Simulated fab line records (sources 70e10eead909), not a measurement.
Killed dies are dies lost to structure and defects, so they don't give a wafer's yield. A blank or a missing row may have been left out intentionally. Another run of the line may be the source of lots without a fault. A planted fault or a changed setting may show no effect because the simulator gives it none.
Which tool is to blame?    flow nand harc    11 lots with 33 wafers sampled at 6 steps, on a route of 1302 steps

WHAT THE GAUGES SHOWED, per wafer
NHARC_P_M1_CD_MEAS_09: target cd 130 nm. Usual: cd nm at 129.8 nm, with a standard deviation of 0.68.
lot   measured      on         cd nm (nm)         flag
L291  day 6 10:38   cd sem-01  128.8 129.6 129.7  
L290  day 6 11:19   cd sem-01  129.6 129.4 129.2  
L292  day 7 01:08   cd sem-02  129.6 129.7 130.0  
L293  day 7 14:44   cd sem-03  130.0 129.5 129.4  
L295  day 8 10:36   cd sem-03  129.4 128.7 129.1  
L297  day 9 07:58   cd sem-01  130.0 130.1 129.6  
L298  day 9 18:00   cd sem-01  129.9 130.3 130.4  
L299  day 9 22:33   cd sem-02  127.2 126.3 127.1  OFF
L300  day 10 07:49  cd sem-01  130.3 130.4 130.3  
L308  day 13 17:43  cd sem-03  129.4 130.7 130.4  
L312  day 15 06:50  cd sem-02  129.7 130.0 130.0  

NHARC_END_SORT_01. Usual: defect limited yield is 91 % with standard deviation 3.2, killed at array is 58 with standard deviation 22, killed at other is 1.0 with standard deviation 1.3, killed at periphery is 5 with standard deviation 3.4, killed dies is 64 with standard deviation 22, killed open is 3.6 with standard deviation 1.8, and killed short is 2.4 with standard deviation 1.7.
lot   measured      on         defect limited yield (%)  killed at array  killed at other  killed at periphery  killed dies  killed open  killed short  flag
L291  day 24 23:37  prober-02  92 91 92                  48 57 49         0 0 0            9 5 5                57 62 54     3 3 3        5 4 2         
L290  day 24 19:07  prober-01  89 90 91                  72 67 59         0 0 0            2 1 2                74 68 61     6 2 2        3 1 3         
L292  day 25 05:29  prober-01  91 92 92                  55 50 55         0 1 1            3 0 1                58 51 57     4 1 4        2 1 4         
L293  day 25 18:29  prober-02  88 85 84                  80 102 101       3 0 2            0 1 2                83 103 105   3 1 3        4 1 3         
L295  day 27 06:52  prober-01  94 95 95                  34 27 34         4 2 0            4 8 3                42 37 37     8 6 4        1 2 3         
L297  day 27 11:55  prober-02  88 88 88                  77 77 80         0 1 1            4 2 2                81 80 83     4 2 4        2 1 6         
L298  day 27 23:46  prober-01  90 92 93                  62 50 45         0 2 0            3 2 3                65 54 48     5 5 2        1 4 0         
L299  day 28 00:34  prober-02  91 92 91                  52 49 60         4 2 2            3 5 2                59 56 64     2 1 2        0 2 0         
L300  day 28 10:22  prober-02  92 93 94                  51 41 39         1 0 0            5 5 0                57 46 39     4 3 2        3 0 1         
L308  day 32 06:52  prober-01  90 90 92                  60 57 47         4 0 3            4 8 1                68 65 51     4 4 1        3 2 2         
L312  day 33 11:53  prober-01  85 87 89                  84 73 60         2 2 0            16 14 14             102 89 74    7 5 5        3 4 2         

WHICH TOOL RAN EACH LOT (tool, then ch and the chambers of the sampled wafers, then the start)
lot   NHARC_P_M0_DESCUM_14                NHARC_P_M0_PVD_21                        NHARC_P_M1_EXPOSE_06                NHARC_P_M1_ETCH_15
L291  rie diel-10 ch 1,2,3, day 6 06:44   pvd sputter-03, day 6 10:30 or earlier   arfi scanner-03 ch 0, day 6 10:30   rie diel-04 ch 2,3, day 24 23:37 or earlier
L290  rie diel-01 ch 1,2, day 6 07:28     pvd sputter-02, day 6 11:11 or earlier   arfi scanner-01 ch 0, day 6 11:11   rie diel-04 ch 2,3, day 24 19:07 or earlier
L292  rie diel-05 ch 0,1,2, day 6 21:12   pvd sputter-02, day 7 00:59 or earlier   arfi scanner-01 ch 0, day 7 00:59   rie diel-11 ch 1,2,3, day 25 05:29 or earlier
L293  rie diel-05 ch 0,1,2, day 7 10:47   pvd sputter-01, day 7 14:36 or earlier   arfi scanner-03 ch 0, day 7 14:36   rie diel-04 ch 1,2,3, day 25 18:29 or earlier
L295  rie diel-05 ch 0,2,3, day 8 06:30   pvd sputter-01, day 8 10:28 or earlier   arfi scanner-03 ch 0, day 8 10:28   rie diel-11 ch 0,1,3, day 27 06:52 or earlier
L297  rie diel-01 ch 0,2, day 9 04:05     pvd sputter-01, day 9 07:49 or earlier   arfi scanner-02 ch 0, day 9 07:49   rie diel-11 ch 1,2, day 27 11:55 or earlier
L298  rie diel-10 ch 1,2,3, day 9 13:55   pvd sputter-01, day 9 17:52 or earlier   arfi scanner-02 ch 0, day 9 17:52   rie diel-11 ch 0,2,3, day 27 23:46 or earlier
L299  rie diel-10 ch 1,2,3, day 9 18:35   pvd sputter-03, day 9 22:25 or earlier   arfi scanner-03 ch 0, day 9 22:25   rie diel-11 ch 0,1,2, day 28 00:34 or earlier
L300  rie diel-10 ch 0,1, day 10 03:46    pvd sputter-02, day 10 07:41 or earlier  arfi scanner-01 ch 0, day 10 07:41  rie diel-04 ch 1,2,3, day 28 10:22 or earlier
L308  rie diel-01 ch 1,2,3, day 13 13:49  pvd sputter-01, day 13 17:34 or earlier  arfi scanner-02 ch 0, day 13 17:34  rie diel-11 ch 0,3, day 32 06:52 or earlier
L312  rie diel-05 ch 0,1,3, day 15 02:21  pvd sputter-02, day 15 06:41 or earlier  arfi scanner-02 ch 0, day 15 06:41  rie diel-11 ch 0,1,3, day 33 11:53 or earlier
- NHARC_P_M0_DESCUM_14: chemistry O2, time 3 s.
- NHARC_P_M0_PVD_21: deposits Cu, target thk 30 nm, time 20.49 s.
- NHARC_P_M1_EXPOSE_06: exposes mask P M1, target cd 130 nm.
- NHARC_P_M1_ETCH_15: etches the open film in C4F8/Ar, target depth 182.5 nm, time 91.2 s.

AS READ BY THE TOOLS THEMSELVES (means over the sampled wafers that have a number; for cases with no such wafer, the mark the record gives instead)
NHARC_P_M0_DESCUM_14. Usual: drypump motor current A 5.7 A, standard deviation 0.34; oes product au 1.007 a.u., standard deviation 0.016; rf vpp V 57.8 V, standard deviation 0.94; showerhead plenum p Torr 1.93 Torr, standard deviation 0.09; throttle valve pct 11.309 %, standard deviation 0.0097.
lot   tool         drypump motor current A (A)  oes product au (a.u.)  rf vpp V (V)  showerhead plenum p Torr (Torr)  throttle valve pct (%)  flag
L291  rie diel-10  5.7                          1.008                  57.0          1.92                             11.296                  
L290  rie diel-01  6.0                          0.998                  56.8          1.86                             11.306                  
L292  rie diel-05  5.9                          1.001                  57.5          1.92                             11.309                  
L293  rie diel-05  5.9                          1.006                  58.5          1.92                             11.315                  
L295  rie diel-05  5.8                          1.002                  57.3          1.93                             11.302                  
L297  rie diel-01  5.1                          1.007                  57.4          1.88                             11.316                  
L298  rie diel-10  5.7                          1.005                  58.1          1.91                             11.309                  
L299  rie diel-10  5.7                          1.006                  58.1          1.91                             11.309                  
L300  rie diel-10  5.5                          1.020                  58.2          1.82                             11.310                  
L308  rie diel-01  5.9                          1.007                  58.4          2.00                             11.307                  
L312  rie diel-05  5.8                          1.003                  57.7          1.96                             11.305                  

NHARC_P_M0_PVD_21. Usual: cathode dc power W 5000.0 W, standard deviation 0.9; throttle valve pct 29.4 %, standard deviation 1.
lot   tool            cathode dc power W (W)  throttle valve pct (%)  flag
L291  pvd sputter-03  5000.9                  30.4                    
L290  pvd sputter-02  5000.4                  28.8                    
L292  pvd sputter-02  5000.0                  30.1                    
L293  pvd sputter-01  4999.3                  28.5                    
L295  pvd sputter-01  4999.8                  28.5                    
L297  pvd sputter-01  5000.3                  28.6                    
L298  pvd sputter-01  5000.5                  29.2                    
L299  pvd sputter-03  4999.8                  30.0                    
L300  pvd sputter-02  4999.7                  29.1                    
L308  pvd sputter-01  4999.5                  29.2                    
L312  pvd sputter-02  5000.0                  30.3                    

NHARC_P_M1_EXPOSE_06. Usual: exposure dose mJ cm2 at 82.4, with a standard deviation of 0.72.
lot   tool             exposure dose mJ cm2  flag
L291  arfi scanner-03  81.8                  
L290  arfi scanner-01  83.3                  
L292  arfi scanner-01  83.2                  
L293  arfi scanner-03  81.7                  
L295  arfi scanner-03  81.7                  
L297  arfi scanner-02  81.8                  
L298  arfi scanner-02  81.7                  
L299  arfi scanner-03  79.3                  OFF
L300  arfi scanner-01  83.2                  
L308  arfi scanner-02  83.1                  
L312  arfi scanner-02  83.3                  

NHARC_P_M1_ETCH_15. Usual: oes product au 0.950 a.u., standard deviation 0.022; rf vpp V 440.3 V, standard deviation 3.
lot   tool         oes product au (a.u.)  rf vpp V (V)  flag
L291  rie diel-04  0.961                  438.3         
L290  rie diel-04  0.923                  437.9         
L292  rie diel-11  0.963                  442.2         
L293  rie diel-04  0.943                  441.4         
L295  rie diel-11  0.910                  440.6         
L297  rie diel-11  0.963                  439.4         
L298  rie diel-11  0.920                  441.4         
L299  rie diel-11  0.964                  440.1         
L300  rie diel-04  0.959                  439.6         
L308  rie diel-11  0.962                  440.4         
L312  rie diel-11  0.929                  440.3         

THE ANSWER, worked out from the rows above alone
Rule: lot off if the mean of its wafers having a number is beyond 3 standard deviations from the usual mean. A lot without any number at a reading at which 4 lots or more have one is off too. Any other lot the step has rows for is counted as sound. After the gauges, taken in route order, come the tools' own readings; for these a lot's mean is taken, as printed above. The first step at which some lot is off is used, and at that step the reading that is off furthest; a lot without a number counts as furthest.
Off, at NHARC_P_M1_CD_MEAS_09 on cd nm: L299.
If a tool, at a process step before that reading, ran all the lots that are off and no sound lot after the first of them, it fits. Not tried: the gauges at NHARC_P_M1_CD_MEAS_09; whatever is off there is also off at NHARC_P_M1_EXPOSE_06, on other tools, and gauge error can't account for it. NHARC_P_M0_PVD_21: start missing for some lots; hours and lot order therefore follow NHARC_P_M1_EXPOSE_06. Undecided on this evidence; 2 tools fit (pvd sputter-03 at NHARC_P_M0_PVD_21, arfi scanner-03 at NHARC_P_M1_EXPOSE_06).

WHAT WAS PUT IN BY THE SIMULATOR
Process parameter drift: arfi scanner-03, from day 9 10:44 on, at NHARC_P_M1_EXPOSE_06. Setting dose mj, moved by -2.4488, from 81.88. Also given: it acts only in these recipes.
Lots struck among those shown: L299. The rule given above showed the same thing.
